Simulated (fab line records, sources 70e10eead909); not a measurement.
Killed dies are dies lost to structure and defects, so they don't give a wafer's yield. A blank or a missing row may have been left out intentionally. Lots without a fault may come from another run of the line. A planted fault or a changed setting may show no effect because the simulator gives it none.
fab line records	flow nand-harc
[record] lots = 24	wafers = 72	last-day = 24
route steps=1159 shown A_STAIRCASE@593
lots with no fault: from the same line, run without faults
start-h: start of the lot's first displayed wafer, in hours after the record's first day	wait-h: hours from the lot's prior step to this one	" repeats the value in the row above	L1.1+2: one row covering several wafers at once	- no value, or no start was given	* or withheld: withheld	< > ~ a bound
route shown NAME@n: a module of which the file shows steps, and the number in the route of the first	usual: mean and standard deviation over wafers with no fault	same: alike in all rows	chamber/n: place in a boat	sites: the reading at each site	_std_site: the standard deviation of these	_edge_site: the outer-site mean with the inner-site mean subtracted	radius-mm: how far each site lies from the wafer's centre	mask NAME#n: copy n	behind: tool/chamber where the wafer was last shaped	hold: why the lot was held/for how many hours/how that ended	device: whichever transistor did not switch (one of n, p or np)	end of line: the tests these same wafers got at the end of their route	where a step has no rows: the recipe by itself	killed: at the first sort, the dies lost to defects and structure; wafer yield is something else	map: a wafer's dies, x killed, . not, _ none there
set.NAME: the setting that was run; set.NAME@STEP: the one run at that earlier step	model.NAME: the simulator's own value behind a step, which no gauge read
the route's steps for a sample of lots (tables are steps, rows are wafers)
services: a tool's chamber out of use, with start hour (start-h, from the record's first day; less than 0 if before it), hours out, and reason
[[steps]]
[step NHARC_A_STAIRCASE_ETCH_199]
[recipe] target-depth-a = 1000	time-s = 40.5	ion-energy-ev = 400	c4f8-flow-sccm = 20	o2-flow-sccm = 10	ar-flow-sccm = withheld	rf-w = 600	bias-w = 1000	chemistry = C4F8/O2
[usual] oes-product-au = 0.943/0.011	rf-vpp-V = 895/5.2
lot.wafer	tool	chamber	start-h	wait-h	oes-product-au	rf-hours-counter-h	rf-vpp-V
L074.3	rie-diel-08	1	-	-	0.947	36	892
L074.1	"	2	"	"	0.947	46	904
L074.5	"	3	"	"	0.950	-	891
L076.4	rie-diel-01	1	-	-	0.936	38	901
L076.3	"	3	"	"	0.939	37	896
L076.2	"	0	"	"	0.948	36	900
L075.2	rie-diel-08	1	-	-	0.961	39	893
L075.3	"	2	"	"	0.939	50	902
L075.1	"	3	"	"	0.941	47	890
L077.1	rie-diel-01	0	-	-	0.938	39	900
L077.5	"	2	"	"	0.936	-	895
L077.6	"	1	"	"	0.948	-	902
L078.6	rie-diel-13	3	-	-	0.941	-	886
L078.5	"	0	"	"	0.951	-	892
L078.4	"	1	"	"	0.952	-	886
L079.1	rie-diel-08	2	-	-	0.958	56	902
L079.3	"	3	"	"	0.954	55	890
L079.2	"	0	"	"	0.954	53	899
L080.1	rie-diel-08	0	-	-	0.938	57	899
L080.4	"	2	"	"	0.950	62	903
L080.5	"	3	"	"	0.938	-	890
L081.4	rie-diel-08	1	-	-	0.949	51	892
L081.1	"	2	"	"	0.934	62	903
L081.3	"	3	"	"	0.946	60	889
L082.3	rie-diel-08	3	-	-	0.954	65	890
L082.4	"	1	"	"	0.952	57	892
L082.6	"	3	"	"	0.953	-	891
L083.4	rie-diel-13	0	-	-	0.961	3	893
L083.3	"	2	"	"	0.948	3	892
L083.6	"	0	"	"	0.963	-	891
L085.4	rie-diel-13	3	-	-	0.930	16	887
L085.2	"	1	"	"	0.927	14	888
L085.6	"	3	"	"	0.936	-	885
L084.1	rie-diel-01	3	-	-	0.957	1	897
L084.5	"	1	"	"	0.942	-	902
L084.6	"	2	"	"	0.956	-	895
L088.2	rie-diel-08	1	-	-	0.930	6	894
L088.6	"	0	"	"	0.951	-	899
L088.4	"	2	"	"	0.939	-	902
L087.4	rie-diel-13	0	-	-	0.939	14	890
L087.3	"	1	"	"	0.936	15	886
L087.5	"	3	"	"	0.951	-	887
L086.1	rie-diel-08	2	-	-	0.935	8	903
L086.6	"	0	"	"	0.942	-	899
L086.4	"	1	"	"	0.936	-	892
L089.2	rie-diel-08	0	-	-	0.957	10	898
L089.1	"	1	"	"	0.941	10	892
L089.4	"	1	"	"	0.941	-	892
L090.2	rie-diel-01	3	-	-	0.940	5	897
L090.1	"	0	"	"	0.941	5	899
L090.6	"	3	"	"	0.937	-	897
L091.1	rie-diel-08	0	-	-	0.925	11	898
L091.5	"	1	"	"	0.927	-	892
L091.6	"	2	"	"	0.936	-	902
L092.2	rie-diel-13	1	-	-	0.942	23	888
L092.3	"	3	"	"	0.933	24	885
L092.4	"	0	"	"	0.922	23	891
L093.3	rie-diel-13	3	-	-	0.937	25	886
L093.2	"	0	"	"	0.941	23	891
L093.1	"	2	"	"	0.937	25	894
L094.1	rie-diel-01	0	-	-	0.953	16	899
L094.2	"	1	"	"	0.962	14	901
L094.6	"	0	"	"	0.961	-	899
L096.2	rie-diel-08	2	-	-	0.948	24	902
L096.5	"	0	"	"	0.948	-	897
L096.6	"	1	"	"	0.939	-	893
L095.2	rie-diel-01	2	-	-	0.934	21	892
L095.1	"	3	"	"	0.918	21	898
L095.3	"	0	"	"	0.915	19	899
L097.4	rie-diel-01	1	-	-	0.938	19	902
L097.3	"	3	"	"	0.939	23	896
L097.6	"	0	"	"	0.931	-	899
[step NHARC_A_STAIRCASE_TRIM_220]
[recipe] time-s = 211.2	o2-flow-sccm = 500	ar-flow-sccm = 0	bias-w = 0	chemistry = O2
[usual] drypump-motor-current-A = 5.8/0.49	oes-product-au = 1.000/0.0073	rf-vpp-V = 57.8/0.89	showerhead-plenum-p-Torr = 3.50/0.14	throttle-valve-pct = 17.037/0.0097
lot.wafer	tool	chamber	start-h	wait-h	drypump-motor-current-A	oes-product-au	rf-hours-counter-h	rf-vpp-V	showerhead-plenum-p-Torr	throttle-valve-pct
L074.1	rie-diel-08	0	242.55	0.1	5.6	1.016	41	59.4	3.60	17.018
L074.3	"	2	"	"	6.3	1.018	46	58.0	3.72	17.038
L074.5	"	1	"	"	5.7	1.007	-	56.5	3.44	17.025
L076.4	rie-diel-08	0	252.41	0.1	5.6	1.015	45	57.4	3.60	17.024
L076.3	"	1	"	"	5.7	1.007	40	58.1	3.44	17.032
L076.2	"	3	"	"	5.0	0.993	47	56.3	3.37	17.026
L075.1	rie-diel-08	0	253.23	0.1	5.6	1.009	45	58.2	3.60	17.038
L075.3	"	1	"	"	5.7	1.011	40	55.6	3.44	17.031
L075.2	"	3	"	"	5.0	1.006	47	57.9	3.37	17.057
L077.1	rie-diel-08	0	261.79	0.1	5.6	1.012	50	58.1	3.60	17.032
L077.6	"	2	"	"	6.3	1.003	-	59.4	3.71	17.043
L077.5	"	3	"	"	5.0	0.995	-	56.7	3.37	17.041
L078.4	rie-diel-01	3	268.16	0.1	5.7	1.001	42	57.4	3.55	17.048
L078.6	"	1	"	"	5.1	0.997	-	57.5	3.70	17.029
L078.5	"	2	"	"	6.3	0.992	-	59.5	3.47	17.026
L079.2	rie-diel-13	1	269.90	0.1	6.4	0.992	64	57.8	3.29	17.024
L079.1	"	3	"	"	5.4	0.989	51	55.8	3.29	17.048
L079.3	"	0	"	"	5.4	0.997	62	58.2	3.41	17.027
L080.4	rie-diel-01	2	281.61	0.1	6.3	1.002	48	58.8	3.47	17.030
L080.1	"	0	"	"	6.2	0.999	47	58.0	3.62	17.029
L080.5	"	2	"	"	6.3	0.996	-	57.5	3.47	17.035
L081.4	rie-diel-01	0	282.01	0.1	6.2	0.998	47	58.2	3.63	17.048
L081.1	"	1	"	"	5.1	0.992	49	57.1	3.70	17.027
L081.3	"	2	"	"	6.3	1.002	48	58.2	3.47	17.028
L082.3	rie-diel-01	1	296.03	0.1	5.1	0.988	54	59.5	3.70	17.019
L082.4	"	2	"	"	6.3	0.995	54	56.4	3.46	17.034
L082.6	"	1	"	"	5.1	1.000	-	59.3	3.70	17.037
L083.4	rie-diel-08	0	296.51	0.1	5.6	1.013	62	57.5	3.59	17.028
L083.3	"	1	"	"	5.7	1.010	57	57.4	3.43	17.034
L083.6	"	2	"	"	6.3	1.011	-	59.1	3.71	17.032
L085.2	rie-diel-13	3	329.50	0.1	5.4	0.998	17	55.9	3.28	17.041
L085.4	"	0	"	"	5.4	0.999	15	56.9	3.40	17.051
L085.6	"	3	"	"	5.3	0.991	-	56.2	3.28	17.032
L084.1	rie-diel-13	2	329.73	0.1	6.3	1.008	18	58.1	3.44	17.050
L084.5	"	2	"	"	6.3	0.999	-	57.3	3.44	17.049
L084.6	"	3	"	"	5.3	0.991	-	57.6	3.28	17.047
L087.4	rie-diel-01	1	330.30	0.2	5.0	0.999	3	58.6	3.69	17.041
L087.3	"	2	"	"	6.3	1.010	3	57.0	3.46	17.028
L087.5	"	1	"	"	5.1	1.006	-	58.5	3.69	17.047
L088.4	rie-diel-13	2	330.87	0.2	6.3	1.011	18	58.5	3.44	17.028
L088.2	"	0	"	"	5.4	0.994	15	57.9	3.40	17.034
L088.6	"	2	"	"	6.3	1.007	-	57.6	3.44	17.030
L086.4	rie-diel-01	0	331.64	0.3	6.2	0.995	4	56.9	3.62	17.049
L086.1	"	2	"	"	6.3	1.003	4	59.2	3.46	17.045
L086.6	"	3	"	"	5.7	1.003	-	57.5	3.54	17.013
L089.1	rie-diel-01	2	335.32	0.1	6.3	0.996	6	58.1	3.46	17.044
L089.2	"	3	"	"	5.7	1.006	6	57.5	3.54	17.046
L089.4	"	1	"	"	5.1	0.988	6	58.7	3.69	17.033
L090.2	rie-diel-13	3	336.34	0.1	5.4	0.999	20	57.5	3.28	17.031
L090.1	"	0	"	"	5.4	0.990	18	56.4	3.40	17.029
L090.6	"	3	"	"	5.3	1.007	-	58.0	3.28	17.030
L091.1	rie-diel-13	2	338.65	0.2	6.3	1.006	22	58.7	3.44	17.041
L091.6	"	0	"	"	5.4	1.004	-	58.7	3.40	17.037
L091.5	"	1	"	"	6.4	1.007	-	57.2	3.28	17.045
L092.3	rie-diel-08	0	346.93	0.1	5.6	0.999	16	57.8	3.58	17.033
L092.2	"	1	"	"	5.7	1.003	17	57.8	3.42	17.035
L092.4	"	2	"	"	6.3	1.001	18	58.3	3.69	17.036
L093.3	rie-diel-01	2	347.34	0.1	6.3	0.991	13	56.2	3.45	17.045
L093.2	"	3	"	"	5.7	0.997	12	57.7	3.54	17.033
L093.1	"	1	"	"	5.1	0.999	10	58.2	3.69	17.033
L094.1	rie-diel-08	2	359.43	0.1	6.3	1.014	22	57.7	3.69	17.031
L094.2	"	0	"	"	5.6	1.011	19	58.5	3.58	17.044
L094.6	"	1	"	"	5.7	0.989	-	56.1	3.42	17.025
L096.2	rie-diel-08	0	373.83	0.1	5.6	1.001	22	57.5	3.58	17.041
L096.5	"	1	"	"	5.7	0.990	-	56.6	3.42	17.017
L096.6	"	2	"	"	6.3	1.001	-	58.7	3.69	17.044
L095.3	rie-diel-01	1	375.39	0.1	5.1	0.990	18	57.7	3.68	17.034
L095.2	"	2	"	"	6.3	0.993	22	58.1	3.45	17.030
L095.1	"	3	"	"	5.7	0.994	22	58.7	3.53	17.037
L097.3	rie-diel-08	0	378.92	0.1	5.6	0.998	24	57.7	3.58	17.041
L097.4	"	1	"	"	5.7	0.992	25	58.1	3.42	17.037
L097.6	"	3	"	"	5.0	1.000	-	58.3	3.35	17.037
[step NHARC_A_STAIRCASE_ETCH_223]
[recipe] target-depth-a = 1000	time-s = 40.5	ion-energy-ev = 400	c4f8-flow-sccm = 20	o2-flow-sccm = 10	ar-flow-sccm = withheld	rf-w = 600	bias-w = 1000	chemistry = C4F8/O2
[usual] oes-product-au = 0.939/0.012	rf-vpp-V = 895/5.1
lot.wafer	tool	chamber	start-h	wait-h	oes-product-au	rf-hours-counter-h	rf-vpp-V
L074.1	rie-diel-08	2	-	-	0.958	46	904
L074.3	"	0	"	"	0.953	41	900
L074.5	"	1	"	"	0.942	-	894
L076.3	rie-diel-08	3	-	-	0.952	47	890
L076.2	"	0	"	"	0.953	45	897
L076.4	"	2	"	"	0.954	50	902
L075.2	rie-diel-08	3	-	-	0.937	48	892
L075.3	"	0	"	"	0.963	45	897
L075.1	"	2	"	"	0.945	51	903
L077.1	rie-diel-08	2	-	-	0.934	54	903
L077.5	"	2	"	"	0.932	-	902
L077.6	"	3	"	"	0.935	-	891
L078.4	rie-diel-01	3	-	-	0.968	42	898
L078.6	"	1	"	"	0.937	-	902
L078.5	"	2	"	"	0.952	-	894
L079.2	rie-diel-13	0	-	-	0.951	62	892
L079.1	"	1	"	"	0.949	64	887
L079.3	"	3	"	"	0.929	52	887
L080.4	rie-diel-01	0	-	-	0.935	47	899
L080.1	"	2	"	"	0.928	48	892
L080.5	"	3	"	"	0.945	-	897
L081.4	rie-diel-01	1	-	-	0.923	50	903
L081.1	"	3	"	"	0.924	48	896
L081.3	"	0	"	"	0.930	47	901
L082.3	rie-diel-01	0	-	-	0.933	52	898
L082.4	"	1	"	"	0.927	54	902
L082.6	"	3	"	"	0.929	-	897
L083.4	rie-diel-08	1	-	-	0.958	58	893
L083.3	"	0	"	"	0.942	62	898
L083.6	"	2	"	"	0.934	-	902
L085.2	rie-diel-13	0	-	-	0.943	15	890
L085.4	"	1	"	"	0.939	16	886
L085.6	"	1	"	"	0.940	-	889
L084.1	rie-diel-13	0	-	-	0.940	15	890
L084.5	"	0	"	"	0.934	-	893
L084.6	"	1	"	"	0.944	-	886
L087.3	rie-diel-01	2	-	-	0.933	3	894
L087.4	"	1	"	"	0.928	3	902
L087.5	"	2	"	"	0.929	-	893
L088.4	rie-diel-13	1	-	-	0.917	17	885
L088.2	"	0	"	"	0.927	16	891
L088.6	"	1	"	"	0.925	-	887
L086.4	rie-diel-01	0	-	-	0.926	4	900
L086.1	"	3	"	"	0.928	4	897
L086.6	"	1	"	"	0.927	-	903
L089.2	rie-diel-01	2	-	-	0.938	6	895
L089.1	"	3	"	"	0.929	6	896
L089.4	"	1	"	"	0.920	6	902
L090.1	rie-diel-13	3	-	-	0.931	20	888
L090.2	"	1	"	"	0.926	19	887
L090.6	"	0	"	"	0.942	-	890
L091.1	rie-diel-13	3	-	-	0.934	22	885
L091.5	"	1	"	"	0.949	-	887
L091.6	"	2	"	"	0.952	-	894
L092.4	rie-diel-08	1	-	-	0.947	18	890
L092.2	"	2	"	"	0.951	19	902
L092.3	"	0	"	"	0.958	16	899
L093.3	rie-diel-01	3	-	-	0.936	13	894
L093.1	"	0	"	"	0.938	13	899
L093.2	"	1	"	"	0.938	10	902
L094.2	rie-diel-08	2	-	-	0.935	22	901
L094.1	"	3	"	"	0.927	13	890
L094.6	"	3	"	"	0.916	-	891
L096.2	rie-diel-08	3	-	-	0.958	16	890
L096.6	"	2	"	"	0.951	-	901
L096.5	"	3	"	"	0.966	-	888
L095.1	rie-diel-01	2	-	-	0.928	22	893
L095.3	"	3	"	"	0.927	23	897
L095.2	"	1	"	"	0.929	18	901
L097.4	rie-diel-08	0	-	-	0.965	24	898
L097.3	"	1	"	"	0.938	25	893
L097.6	"	0	"	"	0.958	-	897
[step NHARC_A_STAIRCASE_ETCH_236]
[recipe] target-depth-a = 1000	time-s = 40.5	ion-energy-ev = 400	c4f8-flow-sccm = 20	o2-flow-sccm = 10	ar-flow-sccm = withheld	rf-w = 600	bias-w = 1000	chemistry = C4F8/O2
[usual] oes-product-au = 0.940/0.011	rf-vpp-V = 894/5.2
lot.wafer	tool	chamber	start-h	wait-h	oes-product-au	rf-hours-counter-h	rf-vpp-V
L074.1	rie-diel-13	3	-	-	0.955	44	887
L074.3	"	0	"	"	0.944	54	892
L074.5	"	2	"	"	0.940	-	894
L076.2	rie-diel-01	1	-	-	0.937	41	902
L076.3	"	2	"	"	0.948	40	892
L076.4	"	0	"	"	0.936	38	898
L075.3	rie-diel-13	1	-	-	0.945	60	887
L075.2	"	2	"	"	0.948	58	894
L075.1	"	0	"	"	0.949	58	892
L077.1	rie-diel-08	3	-	-	0.955	54	890
L077.5	"	0	"	"	0.952	-	899
L077.6	"	1	"	"	0.950	-	892
L078.4	rie-diel-01	1	-	-	0.932	45	902
L078.5	"	1	"	"	0.935	-	903
L078.6	"	2	"	"	0.947	-	894
L079.2	rie-diel-13	3	-	-	0.936	53	887
L079.1	"	0	"	"	0.934	63	891
L079.3	"	1	"	"	0.930	65	889
L080.1	rie-diel-08	2	-	-	0.950	64	902
L080.4	"	0	"	"	0.959	59	898
L080.5	"	2	"	"	0.944	-	902
L081.4	rie-diel-08	2	-	-	0.945	65	903
L081.3	"	3	"	"	0.935	62	889
L081.1	"	0	"	"	0.948	59	899
L082.4	rie-diel-01	1	-	-	0.928	57	903
L082.3	"	2	"	"	0.931	56	894
L082.6	"	3	"	"	0.928	-	896
L083.4	rie-diel-08	0	-	-	0.943	65	898
L083.3	"	3	"	"	0.944	68	889
L083.6	"	1	"	"	0.953	-	892
L085.4	rie-diel-13	0	-	-	0.933	17	890
L085.2	"	3	"	"	0.923	19	886
L085.6	"	0	"	"	0.940	-	891
L084.1	rie-diel-13	1	-	-	0.935	18	887
L084.6	"	3	"	"	0.929	-	887
L084.5	"	0	"	"	0.926	-	892
L087.3	rie-diel-01	1	-	-	0.938	5	901
L087.4	"	3	"	"	0.917	5	897
L087.5	"	1	"	"	0.931	-	902
L088.2	rie-diel-08	0	-	-	0.943	11	899
L088.6	"	1	"	"	0.935	-	890
L088.4	"	2	"	"	0.941	-	903
L086.1	rie-diel-13	2	-	-	0.924	20	893
L086.4	"	3	"	"	0.924	20	886
L086.6	"	0	"	"	0.925	-	892
L090.1	rie-diel-13	1	-	-	0.929	20	887
L090.2	"	2	"	"	0.949	22	892
L090.6	"	1	"	"	0.941	-	888
L089.1	rie-diel-01	1	-	-	0.935	7	902
L089.2	"	2	"	"	0.942	9	894
L089.4	"	3	"	"	0.931	9	897
L091.1	rie-diel-01	2	-	-	0.943	11	893
L091.6	"	2	"	"	0.934	-	893
L091.5	"	3	"	"	0.941	-	896
L092.4	rie-diel-08	0	-	-	0.940	17	897
L092.3	"	1	"	"	0.933	19	891
L092.2	"	2	"	"	0.961	20	902
L093.1	rie-diel-01	3	-	-	0.930	14	896
L093.2	"	1	"	"	0.932	12	902
L093.3	"	2	"	"	0.930	14	892
L094.1	rie-diel-01	3	-	-	0.940	18	896
L094.2	"	2	"	"	0.936	18	895
L094.6	"	3	"	"	0.941	-	897
L096.2	rie-diel-08	3	-	-	0.944	17	890
L096.5	"	1	"	"	0.949	-	892
L096.6	"	2	"	"	0.953	-	901
L095.3	rie-diel-13	1	-	-	0.954	32	887
L095.2	"	2	"	"	0.964	33	891
L095.1	"	3	"	"	0.954	33	887
L097.4	rie-diel-08	0	-	-	0.946	25	899
L097.3	"	1	"	"	0.940	25	891
L097.6	"	3	"	"	0.952	-	890
[step NHARC_A_STAIRCASE_DESCUM_291]
[recipe] time-s = 3	o2-flow-sccm = 200	ar-flow-sccm = 0	bias-power-w = 0	chemistry = O2
[usual] drypump-motor-current-A = 5.8/0.46	oes-product-au = 0.999/0.0079	rf-vpp-V = 57.7/0.91	showerhead-plenum-p-Torr = 1.90/0.075	throttle-valve-pct = 11.311/0.0092
[same] bias-power-w = 0
lot.wafer	tool	chamber	start-h	wait-h	drypump-motor-current-A	oes-product-au	rf-hours-counter-h	rf-vpp-V	showerhead-plenum-p-Torr	throttle-valve-pct
L074.1	rie-diel-01	2	250.84	-	6.3	0.993	37	58.3	1.88	11.312
L074.3	"	3	"	"	5.7	0.991	37	58.8	1.93	11.296
L074.5	"	2	"	"	6.3	0.989	-	57.2	1.88	11.309
L076.2	rie-diel-01	2	261.21	-	6.3	0.993	41	58.0	1.88	11.321
L076.3	"	0	"	"	6.2	0.995	40	58.8	1.97	11.324
L076.4	"	1	"	"	5.1	0.990	42	58.3	2.02	11.302
L075.2	rie-diel-13	0	261.93	-	5.4	0.998	59	56.8	1.85	11.332
L075.1	"	1	"	"	6.4	0.990	61	57.2	1.78	11.323
L075.3	"	3	"	"	5.3	1.003	48	56.5	1.78	11.322
L077.1	rie-diel-01	0	270.18	-	6.2	0.990	42	57.7	1.97	11.304
L077.6	"	3	"	"	5.7	1.009	-	58.9	1.93	11.298
L077.5	"	0	"	"	6.2	0.991	-	56.7	1.97	11.304
L078.4	rie-diel-08	2	275.89	-	6.3	1.001	61	58.4	2.02	11.304
L078.6	"	1	"	"	5.7	0.990	-	57.8	1.86	11.330
L078.5	"	2	"	"	6.3	0.995	-	58.2	2.02	11.312
L079.2	rie-diel-08	0	279.59	-	5.6	1.020	57	57.8	1.95	11.307
L079.3	"	1	"	"	5.7	0.992	51	58.6	1.86	11.310
L079.1	"	2	"	"	6.3	1.006	63	58.7	2.02	11.311
L080.1	rie-diel-01	0	289.95	-	6.2	0.994	50	56.7	1.97	11.319
L080.4	"	1	"	"	5.1	0.997	52	59.5	2.01	11.312
L080.5	"	2	"	"	6.3	0.998	-	56.4	1.88	11.298
L081.4	rie-diel-08	0	291.28	-	5.6	1.012	61	58.1	1.95	11.306
L081.3	"	2	"	"	6.3	1.003	68	59.0	2.02	11.321
L081.1	"	3	"	"	5.0	1.005	65	57.2	1.82	11.322
L082.3	rie-diel-01	1	305.01	-	5.1	0.986	57	59.7	2.01	11.312
L082.4	"	2	"	"	6.3	0.995	57	58.3	1.88	11.311
L082.6	"	0	"	"	6.2	0.998	-	57.8	1.97	11.309
L083.4	rie-diel-13	3	306.11	-	5.3	1.004	6	56.0	1.77	11.311
L083.3	"	0	"	"	5.4	1.000	5	57.2	1.84	11.311
L083.6	"	2	"	"	6.3	1.010	-	57.6	1.87	11.289
L085.4	rie-diel-13	1	339.08	-	6.5	0.999	20	55.8	1.77	11.301
L085.2	"	2	"	"	6.3	1.006	22	57.4	1.86	11.316
L085.6	"	0	"	"	5.4	0.999	-	57.0	1.84	11.301
L084.1	rie-diel-08	2	339.27	-	6.3	0.997	15	58.0	2.01	11.307
L084.5	"	3	"	"	5.0	0.999	-	57.5	1.82	11.301
L084.6	"	0	"	"	5.6	0.995	-	58.4	1.95	11.316
L087.4	rie-diel-08	2	341.07	-	6.3	1.006	16	57.7	2.01	11.304
L087.3	"	3	"	"	5.0	1.006	7	57.2	1.82	11.324
L087.5	"	0	"	"	5.6	1.006	-	58.4	1.95	11.313
L088.4	rie-diel-01	2	341.78	-	6.3	1.007	11	57.7	1.87	11.312
L088.2	"	3	"	"	5.7	1.007	11	57.5	1.92	11.301
L088.6	"	3	"	"	5.7	1.008	-	57.7	1.92	11.294
L086.1	rie-diel-08	0	342.86	-	5.6	1.009	14	59.2	1.95	11.315
L086.4	"	2	"	"	6.3	0.996	17	57.9	2.01	11.318
L086.6	"	1	"	"	5.7	0.987	-	57.0	1.85	11.319
L090.1	rie-diel-01	2	344.14	-	6.3	1.002	11	57.4	1.87	11.311
L090.2	"	0	"	"	6.2	0.999	11	56.9	1.96	11.314
L090.6	"	2	"	"	6.3	1.000	-	56.9	1.87	11.304
L089.1	rie-diel-01	0	345.98	-	6.2	0.992	12	59.0	1.96	11.310
L089.4	"	2	"	"	6.3	0.997	12	57.6	1.87	11.302
L089.2	"	3	"	"	5.7	1.007	12	58.5	1.92	11.310
L091.1	rie-diel-08	3	348.09	-	5.0	0.992	10	56.5	1.81	11.314
L091.6	"	1	"	"	5.7	0.980	-	56.6	1.85	11.309
L091.5	"	2	"	"	6.3	0.996	-	57.3	2.01	11.316
L092.3	rie-diel-08	0	355.48	-	5.6	1.010	18	56.9	1.94	11.308
L092.4	"	1	"	"	5.7	0.987	20	57.5	1.85	11.323
L092.2	"	2	"	"	6.3	1.002	21	58.4	2.01	11.321
L093.2	rie-diel-13	3	357.29	-	5.4	0.992	28	57.1	1.77	11.322
L093.1	"	0	"	"	5.4	1.001	28	57.8	1.84	11.305
L093.3	"	1	"	"	6.5	1.006	28	57.0	1.77	11.315
L094.2	rie-diel-08	0	367.98	-	5.6	1.017	20	57.4	1.94	11.294
L094.1	"	1	"	"	5.7	0.993	22	57.8	1.85	11.314
L094.6	"	1	"	"	5.7	0.997	-	57.4	1.85	11.310
L096.2	rie-diel-01	1	382.44	-	5.1	0.996	19	58.3	2.00	11.309
L096.5	"	0	"	"	6.2	0.990	-	56.8	1.96	11.303
L096.6	"	1	"	"	5.1	1.004	-	58.4	2.00	11.301
L095.2	rie-diel-08	1	383.02	-	5.7	1.001	25	56.4	1.85	11.332
L095.3	"	2	"	"	6.3	1.006	26	57.3	2.01	11.303
L095.1	"	3	"	"	5.0	0.992	18	58.1	1.81	11.307
L097.3	rie-diel-08	2	387.61	-	6.3	1.006	27	59.5	2.01	11.311
L097.4	"	3	"	"	5.0	1.004	19	57.2	1.81	11.315
L097.6	"	0	"	"	5.6	1.015	-	57.6	1.94	11.308
[step NHARC_A_STAIRCASE_HM_DEP_462]
[recipe] target-thk-a = 8000	temp-c = 400	material = aC
[usual] throttle-valve-pct = 35.000/0.0086
lot.wafer	tool	chamber	start-h	wait-h	throttle-valve-pct
L074.1	acl-dep-01	0	253.29	0.1	34.994
L074.3	"	0	"	"	35.002
L074.5	"	0	"	"	34.998
L076.2	acl-dep-03	0	263.93	0.4	34.995
L076.3	"	0	"	"	34.996
L076.4	"	0	"	"	34.991
L075.1	acl-dep-01	0	265.54	0.8	35.011
L075.2	"	0	"	"	35.000
L075.3	"	0	"	"	35.000
L077.1	acl-dep-03	0	272.81	0.1	34.993
L077.5	"	0	274.03	1.3	34.985
L077.6	"	0	"	"	35.005
L078.4	acl-dep-01	0	279.42	1.4	34.996
L078.5	"	0	"	"	35.003
L078.6	"	0	"	"	35.008
L079.1	acl-dep-03	0	283.34	1.6	34.998
L079.2	"	0	"	"	35.002
L079.3	"	0	"	"	34.989
L080.1	acl-dep-01	0	292.27	0.1	34.998
L080.4	"	0	"	"	34.985
L080.5	"	0	"	"	35.014
L081.1	acl-dep-03	0	293.53	0.1	35.008
L081.3	"	0	"	"	34.999
L081.4	"	0	"	"	34.994
L082.3	acl-dep-01	0	307.86	0.7	35.004
L082.4	"	0	"	"	34.995
L082.6	"	0	"	"	34.998
L083.3	acl-dep-02	0	308.97	0.7	34.998
L083.4	"	0	"	"	35.007
L083.6	"	0	"	"	34.996
L085.2	acl-dep-02	0	341.74	0.4	34.999
L085.4	"	0	"	"	35.018
L085.6	"	0	"	"	35.016
L084.1	acl-dep-01	0	341.90	0.5	34.987
L084.5	"	0	343.13	1.7	35.011
L084.6	"	0	"	"	35.000
L087.3	acl-dep-01	0	344.35	1.0	35.011
L087.4	"	0	"	"	35.005
L087.5	"	0	"	"	34.999
L088.2	acl-dep-01	0	345.86	1.9	34.991
L088.4	"	0	"	"	34.989
L088.6	"	0	"	"	34.993
L086.1	acl-dep-03	0	346.20	1.1	34.996
L086.4	"	0	"	"	35.006
L086.6	"	0	"	"	35.002
L090.1	acl-dep-01	0	347.40	1.0	34.998
L090.2	"	0	"	"	35.013
L090.6	"	0	348.94	2.5	34.995
L089.1	acl-dep-03	0	348.26	0.1	35.012
L089.2	"	0	"	"	35.006
L089.4	"	0	"	"	34.989
L091.1	acl-dep-02	0	350.40	0.1	34.980
L091.5	"	0	351.62	1.3	35.012
L091.6	"	0	"	"	35.003
L092.2	acl-dep-01	0	358.00	0.4	35.001
L092.3	"	0	"	"	35.000
L092.4	"	0	"	"	34.999
L093.1	acl-dep-03	0	360.01	0.1	34.990
L093.2	"	0	"	"	35.004
L093.3	"	0	"	"	35.005
L094.1	acl-dep-02	0	372.93	2.8	35.007
L094.2	"	0	"	"	34.990
L094.6	"	0	374.46	4.3	34.998
L096.2	acl-dep-03	0	386.06	1.4	34.987
L096.5	"	0	"	"	34.990
L096.6	"	0	"	"	35.013
L095.1	acl-dep-02	0	386.46	0.9	35.023
L095.2	"	0	"	"	34.987
L095.3	"	0	"	"	35.002
L097.3	acl-dep-03	0	391.86	0.9	35.008
L097.4	"	0	"	"	35.002
L097.6	"	0	"	"	35.008
[[services]]
tool	chamber	start-h	hours	kind
acl-dep-03	-	226.17	13.0	pm
rie-diel-08	3	228.24	2.2	repair
rie-diel-08	0	233.25	-	clean
rie-diel-08	1	233.25	-	clean
rie-diel-08	2	233.25	-	clean
rie-diel-08	3	233.25	-	clean
rie-diel-01	-	233.41	0.3	repair
rie-diel-01	3	255.91	4.9	repair
rie-diel-08	0	257.75	-	clean
rie-diel-08	1	257.75	-	clean
rie-diel-08	2	257.75	-	clean
rie-diel-08	3	257.75	-	clean
rie-diel-13	2	260.54	17.9	repair
rie-diel-13	-	276.21	9.0	pm
rie-diel-08	0	282.28	-	clean
rie-diel-08	1	282.28	-	clean
rie-diel-08	2	282.28	-	clean
rie-diel-08	3	282.28	-	clean
acl-dep-01	-	294.12	13.0	pm
rie-diel-08	-	302.16	9.0	pm
rie-diel-08	0	302.16	9.0	vent-cycle
rie-diel-08	1	302.16	9.0	vent-cycle
rie-diel-01	-	314.85	9.0	pm
acl-dep-02	-	352.23	13.0	pm
[[key]]
fault none
